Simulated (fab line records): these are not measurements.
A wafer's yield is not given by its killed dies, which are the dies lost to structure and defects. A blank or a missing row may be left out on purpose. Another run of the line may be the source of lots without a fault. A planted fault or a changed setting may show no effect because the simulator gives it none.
Chamber matching :: flow n5_finfet :: 4 sister chambers for N5_BEOL_M11_CMP_52 on cmp-01
The step polishes, stops on SiCOH lowk, t overpolish 7 s, target thk 140 nm. 22 wafers are shown with their chamber, then 11 later ones without.

WAFERS WITH THEIR CHAMBER
wafer: L077.4
chamber: 2
motor_current_A (A): 6.5
time_to_endpoint_s (s): 61.3
overpolish_run_s (s): 6.997

wafer: L077.5
chamber: 3
motor_current_A (A): 5.1
time_to_endpoint_s (s): 66.2
overpolish_run_s (s): 6.997

wafer: L077.6
chamber: 0
motor_current_A (A): 6.6
time_to_endpoint_s (s): 65.6
overpolish_run_s (s): 7.005

wafer: L079.2
chamber: 0
motor_current_A (A): 6.5
time_to_endpoint_s (s): 61.2
overpolish_run_s (s): 7.012

wafer: L079.5
chamber: 0
motor_current_A (A): 6.8
time_to_endpoint_s (s): 61.3
overpolish_run_s (s): 7.007

wafer: L079.6
chamber: 3
motor_current_A (A): 5.2
time_to_endpoint_s (s): 61.8
overpolish_run_s (s): 7.001

wafer: L080.2
chamber: 3
motor_current_A (A): 4.9
time_to_endpoint_s (s): 61.7
overpolish_run_s (s): 7.003

wafer: L080.3
chamber: 2
motor_current_A (A): 6.1
time_to_endpoint_s (s): 60.7
overpolish_run_s (s): 6.998

wafer: L080.6
chamber: 3
motor_current_A (A): 5.2
time_to_endpoint_s (s): 65.2
overpolish_run_s (s): 6.983

wafer: L083.2
chamber: 1
motor_current_A (A): 7.0
time_to_endpoint_s (s): 69.0
overpolish_run_s (s): 7.007

wafer: L083.3
chamber: 2
motor_current_A (A): 6.2
time_to_endpoint_s (s): 64.9
overpolish_run_s (s): 6.996

wafer: L083.6
chamber: 2
motor_current_A (A): 6.3
time_to_endpoint_s (s): 65.9
overpolish_run_s (s): 6.989

wafer: L085.1
chamber: 2
motor_current_A (A): 6.1
time_to_endpoint_s (s): 63.1
overpolish_run_s (s): 6.983

wafer: L085.2
chamber: 1
motor_current_A (A): 7.0
time_to_endpoint_s (s): 67.4
overpolish_run_s (s): 7.000

wafer: L085.3
chamber: 3
motor_current_A (A): 5.1
time_to_endpoint_s (s): 64.6
overpolish_run_s (s): 7.001

wafer: L086.4
chamber: 2
motor_current_A (A): 6.6
time_to_endpoint_s (s): 62.6
overpolish_run_s (s): 7.015

wafer: L086.5
chamber: 1
motor_current_A (A): 6.7
time_to_endpoint_s (s): 65.3
overpolish_run_s (s): 7.003

wafer: L086.6
chamber: 0
motor_current_A (A): 6.6
time_to_endpoint_s (s): 62.4
overpolish_run_s (s): 6.988

wafer: L088.2
chamber: 1
motor_current_A (A): 7.0
time_to_endpoint_s (s): 66.4
overpolish_run_s (s): 6.987

wafer: L088.3
chamber: 3
motor_current_A (A): 5.3
time_to_endpoint_s (s): 62.7
overpolish_run_s (s): 7.017

wafer: L088.5
chamber: 0
motor_current_A (A): 6.5
time_to_endpoint_s (s): 64.1
overpolish_run_s (s): 7.005

wafer: L090.2
chamber: 3
motor_current_A (A): 5.0
time_to_endpoint_s (s): 61.2
overpolish_run_s (s): 7.010

SIGNATURES, as means of the wafers listed above
reading: motor_current_A
chamber 0: 6.600
chamber 1: 6.925
chamber 2: 6.300
chamber 3: 5.114
scatter within a chamber: 0.159

reading: time_to_endpoint_s
chamber 0: 62.920
chamber 1: 67.025
chamber 2: 63.083
chamber 3: 63.343
scatter within a chamber: 1.91

reading: overpolish_run_s
chamber 0: 7.00340
chamber 1: 6.99925
chamber 2: 6.99633
chamber 3: 7.00171
scatter within a chamber: 0.01
Rule: for a wafer and a chamber, the distance is found by dividing, reading by reading, the gap between the wafer's reading and the chamber's mean by the reading's scatter, squaring, summing and taking the root. The wafer belongs to the nearest chamber; if the next one is less than 2 further off, it can't be placed. The scatter: take each reading less its chamber's mean, square it, sum over the shown wafers, divide by the number of wafers less the number of chambers, and take the root.

WAFERS WITH NO CHAMBER GIVEN
wafer: L090.3
motor_current_A (A): 5.9
time_to_endpoint_s (s): 64.2
overpolish_run_s (s): 6.990

wafer: L090.4
motor_current_A (A): 6.7
time_to_endpoint_s (s): 67.9
overpolish_run_s (s): 7.012

wafer: L092.2
motor_current_A (A): 6.2
time_to_endpoint_s (s): 64.5
overpolish_run_s (s): 6.993

wafer: L092.5
motor_current_A (A): 6.9
time_to_endpoint_s (s): 66.4
overpolish_run_s (s): 7.023

wafer: L092.6
motor_current_A (A): 6.5
time_to_endpoint_s (s): 61.0
overpolish_run_s (s): 7.005

wafer: L097.1
motor_current_A (A): 6.4
time_to_endpoint_s (s): 62.4
overpolish_run_s (s): 7.010

wafer: L097.3
motor_current_A (A): 6.4
time_to_endpoint_s (s): 63.2
overpolish_run_s (s): 6.995

wafer: L097.6
motor_current_A (A): 6.6
time_to_endpoint_s (s): 61.1
overpolish_run_s (s): 7.009

wafer: L096.4
motor_current_A (A): 5.1
time_to_endpoint_s (s): 63.0
overpolish_run_s (s): 7.011

wafer: L096.5
motor_current_A (A): 5.0
time_to_endpoint_s (s): 63.0
overpolish_run_s (s): 7.000

wafer: L096.6
motor_current_A (A): 6.8
time_to_endpoint_s (s): 64.8
overpolish_run_s (s): 7.002

CHAMBER TAKEN BY EACH
wafer: L090.3
from the rows above: can't be placed: 2 or 0
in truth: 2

wafer: L090.4
from the rows above: can't be placed: 1 or 0 or 2
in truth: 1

wafer: L092.2
from the rows above: can't be placed: 2 or 0
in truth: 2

wafer: L092.5
from the rows above: can't be placed: 1 or 0
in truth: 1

wafer: L092.6
from the rows above: can't be placed: 0 or 2
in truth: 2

wafer: L097.1
from the rows above: can't be placed: 0 or 2
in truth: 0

wafer: L097.3
from the rows above: can't be placed: 2 or 0
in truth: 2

wafer: L097.6
from the rows above: can't be placed: 0 or 2
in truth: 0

wafer: L096.4
from the rows above: 3
in truth: 3

wafer: L096.5
from the rows above: 3
in truth: 3

wafer: L096.6
from the rows above: can't be placed: 1 or 0 or 2
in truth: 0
Correctly placed: 2 of 11. Not placeable from these rows: 9 (in 9, the candidates include the true chamber). Wrongly placed: 0.
